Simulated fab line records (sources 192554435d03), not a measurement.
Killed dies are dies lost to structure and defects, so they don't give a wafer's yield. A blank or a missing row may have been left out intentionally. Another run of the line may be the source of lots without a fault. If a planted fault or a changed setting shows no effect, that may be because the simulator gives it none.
What tool caused it?	flow n5_finfet	10 lots, 28 wafers sampled, at 5 steps of a route of 1938

== WHAT THE GAUGES SHOWED, per wafer ==
N5_BEOL_M4_RC_MEAS_101. Usual: DIBL_N 36.4 mV/V, standard deviation 1.5; DIBL_P 36.6 mV/V, standard deviation 1.9; IOFF_N 0.155 nA/um, standard deviation 0.021; IOFF_P 0.211 nA/um, standard deviation 0.028; ION_N 671 uA/um, standard deviation 8.6; ION_P 462 uA/um, standard deviation 5.8; SS_N 71.5 mV/dec, standard deviation 0.5; SS_P 73.4 mV/dec, standard deviation 0.58; VT_N 250.1 mV, standard deviation 2.4; VT_P -250.1 mV, standard deviation 3.
lot	measured	on	DIBL_N (mV/V)	DIBL_P (mV/V)	IOFF_N (nA/um)	IOFF_P (nA/um)	ION_N (uA/um)	ION_P (uA/um)	SS_N (mV/dec)	SS_P (mV/dec)	VT_N (mV)	VT_P (mV)	flag
L850	day 8 18:59	prober-02	35.9 34.8 36.2	35.7 34.6 35.7	0.146 0.130 0.145	0.173 0.158 0.171	668 665 664	450 448 456	71.1 70.9 70.9	73.6 73.4 73.4	250.3 251.9 248.6	-254.6 -256.9 -255.1	
L851	day 8 22:37	prober-01	34.9 34.0 33.9	34.8 33.9 33.5	0.137 0.129 0.126	0.224 0.204 0.202	657 661 660	464 463 466	70.6 70.9 71.0	72.8 72.6 72.7	254.1 256.0 249.6	-246.3 -251.0 -251.1	
L852	day 9 15:51	prober-02	36.5 34.8 36.1	36.7 33.9 36.1	0.155 0.126 0.144	0.208 0.179 0.205	673 664 669	460 459 462	71.6 71.2 71.3	73.4 72.0 73.7	250.9 250.4 252.1	-250.0 -253.1 -252.4	
L854	day 9 22:48	prober-01	35.8 37.2 34.7	36.1 38.0 35.6	0.159 0.187 0.134	0.205 0.236 0.195	677 683 658	461 462 456	71.3 71.7 70.5	73.3 73.5 73.3	249.3 245.6 251.4	-251.5 -248.7 -252.2	
L855	day 10 08:18	prober-02	37.3 36.9 38.4	36.8 34.5 37.2	0.157 0.142 0.170	0.208 0.175 0.222	676 670 679	460 454 466	71.5 71.5 71.0	73.1 72.3 73.1	250.6 249.8 250.6	-246.9 -251.8 -248.8	
L856	day 10 14:41	prober-02	35.1 33.7	37.2 35.3	0.155 0.133	0.237 0.204	672 662	468 461	71.5 71.7	73.1 72.8	249.5 252.6	-246.7 -252.6	
L857	day 10 21:26	prober-02	37.9 37.7	37.2 38.0	0.162 0.165	0.197 0.213	675 689	458 466	72.3 72.0	73.1 73.8	250.2 251.8	-252.6 -250.6	
L864	day 12 13:58	prober-02	36.0 34.9 35.9	38.0 37.0 38.0	0.171 0.152 0.169	0.222 0.204 0.232	670 670 677	463 466 467	71.5 71.0 71.0	73.3 72.7 73.0	250.0 250.4 249.7	-248.7 -249.4 -247.9	
L865	day 12 16:26	prober-01	36.9 37.9 37.3	37.3 38.5 37.8	0.160 0.186 0.171	0.221 0.218 0.209	665 686 677	459 461 460	71.8 71.9 71.3	73.4 73.7 73.5	252.5 247.3 247.6	-247.9 -250.5 -250.5	
L869	day 13 20:34	prober-02	37.5 36.8 38.2	37.3 37.3 38.1	0.160 0.155 0.175	0.168 0.173 0.183	675 675 691	452 458 461	72.1 70.9 71.8	73.6 73.6 73.1	248.8 248.2 247.3	-257.4 -256.5 -256.1	

== EACH LOT AND THE TOOL THAT RAN IT (in order: tool; ch and the chambers of the sampled wafers; start) ==
lot	N5_BEOL_M4_ALD_84	N5_BEOL_M4_SPUTTER_79	N5_BEOL_M4_ANNEAL_80	N5_BEOL_M4_SPUTTER_81
L850	ald_metal-03 ch 1,2,3, day 8 15:16	pvd_sputter-02, day 8 16:12	pvd_sputter-02, day 8 16:17	pvd_sputter-02, day 8 16:25
L851	ald_metal-04 ch 0,1,3, day 8 18:58	pvd_sputter-01, day 8 19:57	pvd_sputter-01, day 8 20:02	pvd_sputter-01, day 8 20:10
L852	ald_metal-02 ch 1,2,3, day 9 12:15	pvd_sputter-03, day 9 12:58	pvd_sputter-03, day 9 13:03	pvd_sputter-03, day 9 13:11
L854	ald_metal-04 ch 0,1, day 9 18:35	pvd_sputter-02, day 9 19:59	pvd_sputter-02, day 9 20:04	pvd_sputter-02, day 9 20:12
L855	ald_metal-03 ch 0,2,3, day 10 03:47	pvd_sputter-01, day 10 05:34	pvd_sputter-01, day 10 05:38	pvd_sputter-01, day 10 05:47
L856	ald_metal-04 ch 2,3, day 10 10:40	pvd_sputter-03, day 10 11:46	pvd_sputter-03, day 10 11:51	pvd_sputter-03, day 10 11:59
L857	ald_metal-04 ch 1,2, day 10 17:22	pvd_sputter-01, day 10 18:20	pvd_sputter-01, day 10 18:25	pvd_sputter-01, day 10 18:34
L864	ald_metal-03 ch 1,2,3, day 12 10:23	pvd_sputter-01, day 12 11:17	pvd_sputter-01, day 12 11:22	pvd_sputter-01, day 12 11:30
L865	ald_metal-03 ch 1,2,3, day 12 12:55	pvd_sputter-01, day 12 13:44	pvd_sputter-01, day 12 13:49	pvd_sputter-01, day 12 13:58
L869	ald_metal-02 ch 1,2,3, day 13 15:07	pvd_sputter-01, day 13 17:35	pvd_sputter-01, day 13 17:40	pvd_sputter-01, day 13 17:49
- N5_BEOL_M4_ALD_84: deposits TaN, pulse time 2 s, purge time 3 s, co reactant purge time 2 s.
- N5_BEOL_M4_SPUTTER_79: material Cu, target thk 4.5 nm, time 8.29 s.
- N5_BEOL_M4_ANNEAL_80: time 240 s.
- N5_BEOL_M4_SPUTTER_81: material Cu, target thk 4.5 nm, time 8.29 s.

== WHAT THE TOOLS THEMSELVES READ (means of the sampled wafers that have a number; where no wafer has one, the mark that the record gives instead) ==
N5_BEOL_M4_ALD_84. Usual: 422 W for heater_power_w, sd 39.
lot	tool	heater_power_w (W)	flag
L850	ald_metal-03	429	
L851	ald_metal-04	428	
L852	ald_metal-02	425	
L854	ald_metal-04	433	
L855	ald_metal-03	424	
L856	ald_metal-04	406	
L857	ald_metal-04	479	
L864	ald_metal-03	433	
L865	ald_metal-03	435	
L869	ald_metal-02	424	

N5_BEOL_M4_SPUTTER_79. Usual: chamber_pressure_pa 0.07 Pa, standard deviation 0.00014; chuck_sensor_temp_C -16.1 C, standard deviation 0.53; substrate_temp_c -19.99 C, standard deviation 0.1; throttle_valve_pct 30.0 %, standard deviation 0.99.
lot	tool	chamber_pressure_pa (Pa)	chuck_sensor_temp_C (C)	substrate_temp_c (C)	throttle_valve_pct (%)	flag
L850	pvd_sputter-02	0.07	-16.1	-20.03	30.3	
L851	pvd_sputter-01	0.07	-16.1	-19.99	30.3	
L852	pvd_sputter-03	0.07	-15.4	-20.04	29.8	
L854	pvd_sputter-02	0.07	-15.9	-19.99	31.2	
L855	pvd_sputter-01	0.07	-16.3	-19.97	30.8	
L856	pvd_sputter-03	0.07	-16.9	-19.91	28.8	
L857	pvd_sputter-01	0.07	-15.9	-19.89	30.2	
L864	pvd_sputter-01	0.07	-16.0	-20.01	30.2	
L865	pvd_sputter-01	0.07	-16.2	-20.02	30.5	
L869	pvd_sputter-01	0.07	-16.1	-20.08	30.2	

N5_BEOL_M4_ANNEAL_80. Usual: 858 W for heater_power_w, sd 100.
lot	tool	heater_power_w (W)	flag
L850	pvd_sputter-02	908	
L851	pvd_sputter-01	826	
L852	pvd_sputter-03	927	
L854	pvd_sputter-02	885	
L855	pvd_sputter-01	852	
L856	pvd_sputter-03	756	
L857	pvd_sputter-01	838	
L864	pvd_sputter-01	842	
L865	pvd_sputter-01	870	
L869	pvd_sputter-01	854	

N5_BEOL_M4_SPUTTER_81. Usual: chamber_pressure_pa 0.06999 Pa, standard deviation 0.00013; chuck_sensor_temp_C -16.1 C, standard deviation 0.53; substrate_temp_c -20.00 C, standard deviation 0.12; throttle_valve_pct 30.0 %, standard deviation 0.99.
lot	tool	chamber_pressure_pa (Pa)	chuck_sensor_temp_C (C)	substrate_temp_c (C)	throttle_valve_pct (%)	flag
L850	pvd_sputter-02	0.07001	-16.1	-19.91	30.4	
L851	pvd_sputter-01	0.06992	-16.1	-20.03	30.4	
L852	pvd_sputter-03	0.06995	-15.5	-19.95	29.6	
L854	pvd_sputter-02	0.07009	-15.9	-19.85	31.2	
L855	pvd_sputter-01	0.07000	-16.3	-20.02	30.8	
L856	pvd_sputter-03	0.07011	-16.9	-20.21	28.8	
L857	pvd_sputter-01	0.07011	-16.0	-20.13	30.1	
L864	pvd_sputter-01	0.06997	-16.1	-20.06	30.4	
L865	pvd_sputter-01	0.07000	-16.2	-20.12	30.5	
L869	pvd_sputter-01	0.06998	-16.2	-19.99	30.0	

== THE ANSWER, worked out from the rows above alone ==
Rule: a lot counts as off when the mean over its wafers that have a number is more than 3 standard deviations away from the usual mean. A lot without any number at a reading at which 4 lots or more have one is off too. Any other lot the step has rows for is counted as sound. First the gauges in route order, then the tools' own readings, where a lot's mean is used as printed above. At the first step where some lot is off, the reading lying furthest off is the one used; lots without a number count as furthest.
Nothing can be told from this: no lot is off at any reading shown.

== WHAT WAS PUT IN BY THE SIMULATOR ==
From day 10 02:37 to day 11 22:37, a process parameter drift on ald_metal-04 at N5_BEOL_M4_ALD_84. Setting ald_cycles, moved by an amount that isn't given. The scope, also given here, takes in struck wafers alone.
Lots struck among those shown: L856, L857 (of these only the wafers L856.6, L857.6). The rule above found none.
